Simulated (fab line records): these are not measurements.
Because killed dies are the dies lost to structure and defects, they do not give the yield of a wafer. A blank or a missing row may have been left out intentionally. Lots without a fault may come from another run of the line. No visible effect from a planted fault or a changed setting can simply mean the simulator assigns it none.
Chamber matching + flow n5-finfet + N5_BEOL_M7_CMP_52 on cmp-01: 4 sister chambers
The step polishes, stops on SiCOH lowk, t overpolish 6.9 s, target thk 80 nm. 4 wafers are shown with their chamber, then 8 later ones without.

WAFERS PAIRED WITH THEIR CHAMBERS
| wafer  | chamber | barrier-field-endpoint-s (s) |
|--------|---------|------------------------------|
| L089.5 | 2       | 27.0                         |
| L091.2 | 0       | 28.1                         |
| L091.4 | 3       | 28.2                         |
| L092.2 | 1       | 30.0                         |

WAFERS WITHOUT THEIR CHAMBER
| wafer  | barrier-field-endpoint-s (s) |
|--------|------------------------------|
| L092.5 | 29.0                         |
| L092.6 | 29.3                         |
| L095.1 | 29.8                         |
| L095.3 | 30.5                         |
| L095.4 | 28.6                         |
| L097.2 | 27.9                         |
| L097.5 | 28.9                         |
| L097.6 | 28.7                         |

CHAMBER TAKEN BY EACH
| wafer  | from the rows above          | in truth                   |
|--------|------------------------------|----------------------------|
| L092.5 | can't be placed: 3 or 0 or 1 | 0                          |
| L092.6 | can't be placed: 1 or 3 or 0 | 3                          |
| L095.1 | 1                            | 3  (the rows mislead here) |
| L095.3 | 1                            | 1                          |
| L095.4 | can't be placed: 3 or 0 or 1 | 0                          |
| L097.2 | can't be placed: 0 or 3 or 2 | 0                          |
| L097.5 | can't be placed: 3 or 0 or 1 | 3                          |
| L097.6 | can't be placed: 3 or 0 or 1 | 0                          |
Correctly placed: 1 of 8. Not placeable from these rows: 6 (in 6, the candidates include the true chamber). Number placed wrongly: 1.
How it was worked out, from the rows above alone: a wafer's distance from a chamber is the root of the sum, over the readings, of the square of ((its reading less the chamber's mean) divided by the reading's scatter). The wafer belongs to the nearest chamber; if the next one is less than 2 further off, it can't be placed. The mean given for a chamber averages the wafers shown for that chamber. The scatter: with one shown wafer a chamber, the root of the mean of the squares of how far each hidden wafer lies from its nearest shown one.
